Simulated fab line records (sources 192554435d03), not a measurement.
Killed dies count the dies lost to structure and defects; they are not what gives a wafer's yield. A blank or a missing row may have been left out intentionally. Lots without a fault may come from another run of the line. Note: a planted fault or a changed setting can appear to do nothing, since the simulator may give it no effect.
Lot-split experiment + flow n5Finfet + on a route of 1938 steps: 7 lots, 21 wafers read

THE SPLIT ITSELF
At N5_MIM_BOT_LITHO_EXPOSE_05 (exposes mask MIM BOT), the setting doseMj was moved away from the recipe's 24.25 on 4 of the 21 wafers read, by -6.8% to +6.6%. The other wafers ran this setting at the recipe's value.

FROM THE SPLIT TO THE READING: what the file shows between them, 2 steps
- N5_MIM_BOT_LITHO_DEVELOP_07: develop time 60 s (also split here: developTimeS)
- N5_MIM_BOT_LITHO_HARDBAKE_09: time 120 s

THE READING
Shown in nm: cdNm at N5_MIM_BOT_LITHO_CD_MEAS_08, with target cd 3000 nm. A value of 2998.3 nm with a standard deviation of 1.8 nm is what fault-free wafers of this fab line usually give.

| wafer  | tool, chamber at the split | doseMj as run | against the recipe | cdNm, nm | against lot-mates on the recipe |
|--------|----------------------------|---------------|--------------------|----------|---------------------------------|
| L074.1 | krfScanner-02, 0           | 25.63         | +5.7%              | 3008.5   | +9.3                            |
| L074.2 | krfScanner-02, 0           | 24.25         | recipe             | 3000.8   | -                               |
| L074.4 | krfScanner-02, 0           | 24.25         | recipe             | 2997.5   | -                               |
| L076.1 | krfScanner-01, 0           | 24.25         | recipe             | 2997.6   | -                               |
| L076.3 | krfScanner-01, 0           | 24.25         | recipe             | 2999.9   | -                               |
| L076.4 | krfScanner-01, 0           | 23.16         | -4.5%              | 2988.9   | -9.8                            |
| L078.2 | krfScanner-01, 0           | 24.25         | recipe             | 2994.3   | -                               |
| L078.3 | krfScanner-01, 0           | 24.25         | recipe             | 2996.6   | -                               |
| L078.4 | krfScanner-01, 0           | 24.25         | recipe             | 2993.7   | -                               |
| L082.3 | krfScanner-01, 0           | 24.25         | recipe             | 2998.3   | -                               |
| L082.5 | krfScanner-01, 0           | 24.25         | recipe             | 2997.9   | -                               |
| L082.6 | krfScanner-01, 0           | 24.25         | recipe             | 3000.2   | -                               |
| L090.1 | krfScanner-01, 0           | 24.25         | recipe             | 3002.4   | -                               |
| L090.4 | krfScanner-01, 0           | 24.25         | recipe             | 3000.0   | -                               |
| L090.6 | krfScanner-01, 0           | 24.25         | recipe             | 2999.0   | -                               |
| L089.1 | krfScanner-02, 0           | 24.25         | recipe             | 3004.0   | -                               |
| L089.2 | krfScanner-02, 0           | 24.25         | recipe             | 2999.7   | -                               |
| L089.5 | krfScanner-02, 0           | 25.86         | +6.6%              | 3013.2   | +11.3                           |
| L094.2 | krfScanner-01, 0           | 24.25         | recipe             | 3003.1   | -                               |
| L094.4 | krfScanner-01, 0           | 22.61         | -6.8%              | 2988.5   | -12.8                           |
| L094.5 | krfScanner-01, 0           | 24.25         | recipe             | 2999.5   | -                               |

THE FIT
A straight line over all 21 wafers: cdNm changes by +1.86 nm for each +1% of doseMj; r = +0.89; the points scatter about the line by 2.7 nm.
The same after taking each lot's own level away (the mean of its wafers on the recipe; 21 wafers): +1.82 nm for each +1%; r = +0.96; scatter 1.5 nm.
Per that fit: largest doseMj move, reading shift of 12 nm.
The span of the lots' own levels, 2994.87 to 3001.85 nm, comes to 3.9 times the standard deviation stated above.
The two slopes are in agreement: the lot-to-lot level therefore moves the slope only a little.
Check: for one of the wafers moved furthest among these (-6.8%), held out of the fit, the line's prediction against its lot-mates is -12.3 nm. Against them it came out at -12.8 nm.

ADDITIONAL SPLITS CARRIED BY THESE WAFERS
Note: prior to the reading, these wafers also went through further splits. Each is held against what the fit with the lots' levels taken away leaves over:
| other split on the same wafers           | wafers away from the commonest value | r with cdNm (lot level and that fit taken away) |
|------------------------------------------|--------------------------------------|-------------------------------------------------|
| N5_BEOL_M12_COAT_22 spinRpm              | 8                                    | +0.04                                           |
| N5_BEOL_M12_SPUTTER_43 powerW            | 12                                   | -0.09                                           |
| N5_BEOL_M13_SPUTTER_44 powerW            | 5                                    | +0.01                                           |
| N5_BEOL_M14_COAT_58 spinRpm              | 7                                    | -0.12                                           |
| N5_BEOL_M14_TRENCH_ETCH_34 timeS         | 4                                    | +0.24                                           |
| N5_BEOL_M14_SPUTTER_43 powerW            | 6                                    | +0.00                                           |
| N5_MIM_BOT_LITHO_DEVELOP_07 developTimeS | 7                                    | +0.53                                           |

FILE'S OWN FIT
cdNm changes by +1.82 nm for each +1% of doseMj, r = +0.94.
